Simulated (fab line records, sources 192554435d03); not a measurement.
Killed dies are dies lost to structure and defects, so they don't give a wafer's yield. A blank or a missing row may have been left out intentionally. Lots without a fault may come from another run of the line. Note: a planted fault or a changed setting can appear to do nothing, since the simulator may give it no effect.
Which tool was responsible? -- flow n5_finfet -- 24 lots with 72 wafers sampled at 6 steps, on a route of 1938 steps

## WHAT THE GAUGES READ, wafer by wafer
Not one reading of a measure or inspect step in the record can be checked against a usual standard deviation.

## WHICH TOOL RAN EACH LOT (tool, then ch and the chambers of the sampled wafers, then the start)
lot,N5_BEOL_M0_SAQP_RECESS_104,N5_BEOL_M0_SAQP_ETCH_49,N5_BEOL_M0_CUTY_ETCH_62,N5_BEOL_M0_SURFACE_TREAT_137,N5_BEOL_M0_ANNEAL_119,N5_BEOL_M0_DEP_125
L074,"vapor_etch-02 ch 0,1, day 5 18:17","rie_diel-01 ch 1,2,3, day 5 21:14","rie_diel-04 ch 0,1,2, day 5 21:56","pvd_sputter-03, day 6 03:35","rtp_anneal-02 ch 0, day 6 06:05","pecvd-02 ch 0,1,2, day 6 07:16"
L075,"vapor_etch-01 ch 0,1, day 6 00:21","rie_diel-06 ch 0,3, day 6 03:28","rie_diel-02 ch 1,2,3, day 6 04:05","pvd_sputter-02, day 6 09:07","rtp_anneal-02 ch 0, day 6 09:53","pecvd-02 ch 0,2, day 6 10:41"
L076,"vapor_etch-01 ch 0,1, day 6 05:02","rie_diel-06 ch 0,1,2, day 6 07:49","rie_diel-05 ch 0,1, day 6 08:35","pvd_sputter-02, day 6 11:28","rtp_anneal-01 ch 0, day 6 13:14","pecvd-04 ch 0,2, day 6 14:05"
L077,"vapor_etch-01 ch 0,1, day 6 08:54","rie_diel-01 ch 1,2,3, day 6 12:06","rie_diel-05 ch 0,1, day 6 12:43","pvd_sputter-01, day 6 18:43","rtp_anneal-01 ch 0, day 6 19:30","pecvd-04 ch 1,2, day 6 20:41"
L078,"vapor_etch-01 ch 0,1, day 6 12:59","rie_diel-01 ch 2,3, day 6 16:19","rie_diel-04 ch 0,1,2, day 6 17:08","pvd_sputter-02, day 6 20:04","rtp_anneal-02 ch 0, day 6 22:02","pecvd-02 ch 0,2, day 6 22:49"
L079,"vapor_etch-02 ch 0,1, day 6 21:22","rie_diel-06 ch 1,2, day 7 00:55","rie_diel-05 ch 0,1, day 7 01:32","pvd_sputter-03, day 7 03:48","rtp_anneal-01 ch 0, day 7 05:01","pecvd-02 ch 0,2, day 7 05:43"
L080,"vapor_etch-02 ch 0,1, day 6 23:11","rie_diel-01 ch 0,1,3, day 7 03:13","rie_diel-05 ch 0,1,2, day 7 03:42","pvd_sputter-03, day 7 09:19","rtp_anneal-02 ch 0, day 7 11:45","pecvd-01 ch 0,1, day 7 12:49"
L081,"vapor_etch-02 ch 0,1, day 7 16:06","rie_diel-03 ch 2,3, day 7 18:53","rie_diel-02 ch 0,1, day 7 19:31","pvd_sputter-02, day 7 22:50","rtp_anneal-02 ch 0, day 8 00:20","pecvd-04 ch 0,1, day 8 01:08"
L082,"vapor_etch-01 ch 0,1, day 7 18:23","rie_diel-03 ch 0,1,3, day 7 21:14","rie_diel-04 ch 0,3, day 7 21:46","pvd_sputter-02, day 7 23:36","rtp_anneal-02 ch 0, day 8 00:37","pecvd-01 ch 0,1,2, day 8 01:25"
L083,"vapor_etch-01 ch 1, day 8 00:14","rie_diel-01 ch 0,2,3, day 8 03:44","rie_diel-04 ch 0,2, day 8 04:14","pvd_sputter-03, day 8 06:44","rtp_anneal-02 ch 0, day 8 09:46","pecvd-04 ch 0,1,2, day 8 10:34"
L084,"vapor_etch-01 ch 0,1, day 8 04:28","rie_diel-06 ch 1,2,3, day 8 08:17","rie_diel-04 ch 0,1, day 8 09:07","pvd_sputter-03, day 8 14:09","rtp_anneal-02 ch 0, day 8 15:06","pecvd-01 ch 0,2, day 8 15:53"
L086,"vapor_etch-01 ch 0, day 8 15:05","rie_diel-06 ch 0,2,3, day 8 18:13","rie_diel-02 ch 0,1,3, day 8 18:42","pvd_sputter-03, day 9 03:29","rtp_anneal-01 ch 0, day 9 04:23","pecvd-01 ch 1,2, day 9 05:11"
L085,"vapor_etch-01 ch 0,1, day 8 18:33","rie_diel-01 ch 1,2,3, day 8 23:20","rie_diel-02 ch 0,1,2, day 8 23:50","pvd_sputter-03, day 9 02:44","rtp_anneal-02 ch 0, day 9 03:35","pecvd-02 ch 0,1,2, day 9 04:22"
L087,"vapor_etch-01 ch 0,1, day 9 00:34","rie_diel-03 ch 0,2,3, day 9 03:25","rie_diel-05 ch 1,2,3, day 9 04:22","pvd_sputter-02, day 9 10:59","rtp_anneal-02 ch 0, day 9 11:53","pecvd-02 ch 0,1, day 9 12:41"
L088,"vapor_etch-01 ch 0,1, day 9 03:05","rie_diel-06 ch 0,2, day 9 05:50","rie_diel-05 ch 0,1,2, day 9 06:26","pvd_sputter-01, day 9 11:07","rtp_anneal-01 ch 0, day 9 11:58","pecvd-01 ch 0,1, day 9 12:47"
L089,"vapor_etch-01 ch 0,1, day 9 11:07","rie_diel-06 ch 1,2,3, day 9 14:32","rie_diel-05 ch 2,3, day 9 15:08","pvd_sputter-01, day 9 18:34","rtp_anneal-02 ch 0, day 9 19:56","pecvd-02 ch 0,1, day 9 20:44"
L090,"vapor_etch-02 ch 0,1, day 9 11:59","rie_diel-03 ch 1,3, day 9 15:00","rie_diel-04 ch 1,2,3, day 9 15:37","pvd_sputter-01, day 9 18:19","rtp_anneal-01 ch 0, day 9 19:53","pecvd-01 ch 0,1,2, day 9 20:40"
L091,"vapor_etch-02 ch 0,1, day 9 17:08","rie_diel-01 ch 2,3, day 9 20:14","rie_diel-05 ch 2,3, day 9 21:01","pvd_sputter-02, day 10 00:04","rtp_anneal-01 ch 0, day 10 01:51","pecvd-01 ch 0,1, day 10 02:33"
L092,"vapor_etch-01 ch 1, day 9 22:03","rie_diel-03 ch 0,2, day 10 01:21","rie_diel-04 ch 0,1,3, day 10 01:58","pvd_sputter-02, day 10 06:04","rtp_anneal-01 ch 0, day 10 06:51","pecvd-02 ch 0, day 10 07:40"
L093,"vapor_etch-02 ch 0,1, day 10 06:44","rie_diel-03 ch 0,3, day 10 09:24","rie_diel-04 ch 0,3, day 10 10:16","pvd_sputter-03, day 10 16:43","rtp_anneal-01 ch 0, day 10 17:37","pecvd-01 ch 0,2, day 10 18:19"
L094,"vapor_etch-02 ch 0,1, day 10 12:14","rie_diel-01 ch 0,2,3, day 10 15:29","rie_diel-05 ch 0,2, day 10 15:58","pvd_sputter-01, day 10 18:40","rtp_anneal-01 ch 0, day 10 19:54","pecvd-02 ch 0,1, day 10 20:41"
L095,"vapor_etch-01 ch 0,1, day 10 16:49","rie_diel-06 ch 0,2,3, day 10 20:04","rie_diel-02 ch 0,1,2, day 10 20:35","pvd_sputter-01, day 11 00:28","rtp_anneal-02 ch 0, day 11 01:35","pecvd-04 ch 0,1,2, day 11 02:19"
L096,"vapor_etch-02 ch 0,1, day 10 20:49","rie_diel-01 ch 0,1,2, day 10 23:48","rie_diel-02 ch 0,1,2, day 11 00:17","pvd_sputter-02, day 11 04:45","rtp_anneal-01 ch 0, day 11 05:33","pecvd-01 ch 0,1,2, day 11 06:20"
L097,"vapor_etch-01 ch 1, day 11 05:03","rie_diel-06 ch 0,1,3, day 11 08:26","rie_diel-05 ch 0,1,3, day 11 09:04","pvd_sputter-02, day 11 12:50","rtp_anneal-02 ch 0, day 11 13:39","pecvd-02 ch 0,1,2, day 11 14:24"
- N5_BEOL_M0_SAQP_RECESS_104: chemistry HF/NH3, target SiO2, target depth 18 nm, afs cycles 3, sublimation time 60 s.
- N5_BEOL_M0_SAQP_ETCH_49: etches SiO2 in CF4/O2, target depth 37 nm.
- N5_BEOL_M0_CUTY_ETCH_62: etches SiARC in CF4, time 58.5 s.
- N5_BEOL_M0_SURFACE_TREAT_137
- N5_BEOL_M0_ANNEAL_119: time 90 s.
- N5_BEOL_M0_DEP_125: deposits SiCN from 3MS/NH3, target thk 8 nm, time 14 s.

## AS READ BY THE TOOLS THEMSELVES (means over the sampled wafers that have a number; for cases with no such wafer, the mark the record gives instead)
N5_BEOL_M0_SAQP_RECESS_104. Usual: drypump_motor_current_A reads 5.73 A (standard deviation 0.2).
lot,tool,drypump_motor_current_A (A),flag
L074,vapor_etch-02,5.88,
L075,vapor_etch-01,5.75,
L076,vapor_etch-01,5.73,
L077,vapor_etch-01,5.74,
L078,vapor_etch-01,5.63,
L079,vapor_etch-02,5.71,
L080,vapor_etch-02,5.88,
L081,vapor_etch-02,5.73,
L082,vapor_etch-01,5.74,
L083,vapor_etch-01,5.52,
L084,vapor_etch-01,5.75,
L086,vapor_etch-01,5.87,
L085,vapor_etch-01,5.63,
L087,vapor_etch-01,5.76,
L088,vapor_etch-01,5.76,
L089,vapor_etch-01,5.75,
L090,vapor_etch-02,5.88,
L091,vapor_etch-02,5.88,
L092,vapor_etch-01,5.53,
L093,vapor_etch-02,5.87,
L094,vapor_etch-02,5.70,
L095,vapor_etch-01,5.64,
L096,vapor_etch-02,5.87,
L097,vapor_etch-01,5.55,

N5_BEOL_M0_SAQP_ETCH_49. Usual: drypump_motor_current_A 5.54 A, standard deviation 0.29; oes_product_au 0.78 a.u., standard deviation 0.07; rf_fwd_power_W 533.0 W, standard deviation 1.6; rf_vpp_V 241.4 V, standard deviation 2.5; showerhead_plenum_p_Torr 2.20 Torr, standard deviation 0.068; throttle_valve_pct 15.80 %, standard deviation 0.25.
lot,tool,drypump_motor_current_A (A),oes_product_au (a.u.),rf_fwd_power_W (W),rf_vpp_V (V),showerhead_plenum_p_Torr (Torr),throttle_valve_pct (%),flag
L074,rie_diel-01,5.65,0.75,533.7,242.1,2.20,15.82,
L075,rie_diel-06,5.31,0.84,532.4,243.5,2.19,15.60,
L076,rie_diel-06,5.79,0.88,532.7,243.2,2.27,15.49,
L077,rie_diel-01,5.64,0.75,533.7,241.7,2.20,15.83,
L078,rie_diel-01,5.67,0.75,532.8,242.3,2.17,15.86,
L079,rie_diel-06,5.97,0.89,532.9,241.4,2.27,15.51,
L080,rie_diel-01,5.44,0.78,532.2,240.7,2.22,15.83,
L081,rie_diel-03,5.42,0.73,533.2,243.0,2.20,16.25,
L082,rie_diel-03,5.51,0.74,533.8,238.8,2.14,15.84,
L083,rie_diel-01,5.48,0.78,531.8,241.5,2.19,15.86,
L084,rie_diel-06,5.67,0.81,530.7,242.1,2.21,15.65,
L086,rie_diel-06,5.50,0.80,531.0,242.7,2.21,15.65,
L085,rie_diel-01,5.63,0.73,534.0,241.7,2.20,15.86,
L087,rie_diel-03,5.52,0.72,533.3,239.8,2.19,16.08,
L088,rie_diel-06,5.78,0.82,534.3,243.4,2.28,15.55,
L089,rie_diel-06,5.68,0.80,533.4,241.8,2.21,15.67,
L090,rie_diel-03,5.54,0.72,532.9,240.7,2.13,15.98,
L091,rie_diel-01,5.67,0.75,535.0,241.2,2.15,15.75,
L092,rie_diel-03,5.47,0.72,531.3,237.0,2.19,15.97,
L093,rie_diel-03,5.59,0.70,533.1,237.4,2.18,15.92,
L094,rie_diel-01,5.47,0.77,533.1,241.6,2.18,15.89,
L095,rie_diel-06,5.49,0.78,533.6,242.2,2.21,15.68,
L096,rie_diel-01,5.45,0.75,532.8,242.7,2.22,16.01,
L097,rie_diel-06,5.51,0.81,533.9,242.8,2.19,15.68,

N5_BEOL_M0_CUTY_ETCH_62. Usual: value, then standard deviation, for each; drypump_motor_current_A 5.9 A / 0.37; etch_rf_on_time_s 58.4 s / 0.68; oes_product_au 0.68 a.u. / 0.069; rf_fwd_power_W 538.8 W / 1.9; rf_vpp_V 184.3 V / 1.6; showerhead_plenum_p_Torr 2.16 Torr / 0.1; throttle_valve_pct 15.55 % / 0.18.
lot,tool,drypump_motor_current_A (A),etch_rf_on_time_s (s),oes_product_au (a.u.),rf_fwd_power_W (W),rf_vpp_V (V),showerhead_plenum_p_Torr (Torr),throttle_valve_pct (%),flag
L074,rie_diel-04,6.2,58.0,0.73,540.9,185.4,2.14,15.49,
L075,rie_diel-02,5.9,58.6,0.65,538.6,184.4,2.20,15.57,
L076,rie_diel-05,5.4,58.7,0.66,538.3,182.3,2.07,15.63,
L077,rie_diel-05,5.4,58.9,0.65,540.6,183.5,2.07,15.63,
L078,rie_diel-04,6.2,57.9,0.72,537.8,184.1,2.14,15.51,
L079,rie_diel-05,5.4,59.0,0.65,537.5,182.8,2.07,15.63,
L080,rie_diel-05,5.6,59.0,0.70,538.4,184.1,2.16,15.53,
L081,rie_diel-02,5.4,58.6,0.72,537.7,185.7,2.26,15.36,
L082,rie_diel-04,6.3,58.2,0.72,538.9,185.0,2.22,15.39,
L083,rie_diel-04,6.3,57.4,0.76,538.2,184.9,2.21,15.46,
L084,rie_diel-04,6.2,58.4,0.67,541.8,183.0,2.12,15.46,
L086,rie_diel-02,5.6,58.5,0.68,539.9,184.9,2.24,15.44,
L085,rie_diel-02,5.7,58.7,0.66,540.0,185.4,2.21,15.55,
L087,rie_diel-05,5.8,57.8,0.67,537.8,184.4,2.16,15.69,
L088,rie_diel-05,5.6,58.6,0.69,538.8,185.1,2.16,15.56,
L089,rie_diel-05,6.0,58.2,0.71,537.7,185.5,2.25,15.58,
L090,rie_diel-04,6.1,57.9,0.65,537.9,183.7,2.08,15.62,
L091,rie_diel-05,6.0,58.5,0.71,539.4,185.3,2.25,15.60,
L092,rie_diel-04,6.2,57.8,0.66,538.5,184.0,2.14,15.50,
L093,rie_diel-04,6.3,57.3,0.70,539.4,185.0,2.21,15.44,
L094,rie_diel-05,5.7,58.1,0.72,536.9,185.7,2.25,15.47,
L095,rie_diel-02,5.7,58.1,0.74,537.3,185.0,2.20,15.41,
L096,rie_diel-02,5.7,58.0,0.74,538.4,184.9,2.20,15.41,
L097,rie_diel-05,5.7,58.7,0.69,539.2,184.1,2.13,15.56,

N5_BEOL_M0_ANNEAL_119. Usual: wafer_temp_C_max reads 226.4 (standard deviation 0.44).
lot,tool,wafer_temp_C_max,flag
L074,rtp_anneal-02,226.2,
L075,rtp_anneal-02,226.5,
L076,rtp_anneal-01,226.2,
L077,rtp_anneal-01,225.8,
L078,rtp_anneal-02,227.0,
L079,rtp_anneal-01,226.3,
L080,rtp_anneal-02,226.4,
L081,rtp_anneal-02,226.5,
L082,rtp_anneal-02,226.7,
L083,rtp_anneal-02,226.9,
L084,rtp_anneal-02,226.6,
L086,rtp_anneal-01,226.1,
L085,rtp_anneal-02,226.8,
L087,rtp_anneal-02,226.9,
L088,rtp_anneal-01,225.8,
L089,rtp_anneal-02,226.4,
L090,rtp_anneal-01,226.2,
L091,rtp_anneal-01,226.0,
L092,rtp_anneal-01,225.8,
L093,rtp_anneal-01,225.9,
L094,rtp_anneal-01,226.1,
L095,rtp_anneal-02,226.5,
L096,rtp_anneal-01,226.1,
L097,rtp_anneal-02,226.6,

N5_BEOL_M0_DEP_125. Usual: rf_fwd_power_W 199.4 W, standard deviation 0.82; showerhead_plenum_p_Torr 3.665 Torr, standard deviation 0.012; throttle_valve_pct 9.3 %, standard deviation 0.56.
lot,tool,rf_fwd_power_W (W),showerhead_plenum_p_Torr (Torr),throttle_valve_pct (%),flag
L074,pecvd-02,198.8,3.666,9.4,
L075,pecvd-02,199.3,3.655,9.0,
L076,pecvd-04,199.5,3.664,8.7,
L077,pecvd-04,199.5,3.667,9.0,
L078,pecvd-02,197.8,3.670,9.0,
L079,pecvd-02,199.2,3.661,8.8,
L080,pecvd-01,199.4,3.671,9.1,
L081,pecvd-04,198.9,3.687,9.1,
L082,pecvd-01,198.9,3.661,9.4,
L083,pecvd-04,198.8,3.673,9.0,
L084,pecvd-01,199.9,3.663,9.3,
L086,pecvd-01,199.0,3.664,9.8,
L085,pecvd-02,199.3,3.662,9.4,
L087,pecvd-02,199.8,3.654,10.0,
L088,pecvd-01,199.4,3.665,9.4,
L089,pecvd-02,199.1,3.658,9.4,
L090,pecvd-01,199.5,3.664,9.3,
L091,pecvd-01,199.0,3.669,9.3,
L092,pecvd-02,199.1,3.652,9.1,
L093,pecvd-01,199.2,3.660,9.3,
L094,pecvd-02,200.4,3.658,9.8,
L095,pecvd-04,200.0,3.664,9.3,
L096,pecvd-01,199.2,3.669,9.3,
L097,pecvd-02,199.3,3.662,9.2,

## THE ANSWER, worked out from the rows above alone
Rule: take the mean of a lot's wafers that have a number; if it is more than 3 standard deviations from the usual mean, the lot is off. A lot without any number at a reading at which 4 lots or more have one is off too. Any other lot the step has rows for is counted as sound. First the gauges in route order, then the tools' own readings, where a lot's mean is used as printed above. The first step at which some lot is off is used, and at that step the reading that is off furthest; a lot without a number counts as furthest.
No lot is off on any of the readings shown, so nothing can be concluded from this.

## WHAT THE SIMULATOR HAD PUT IN
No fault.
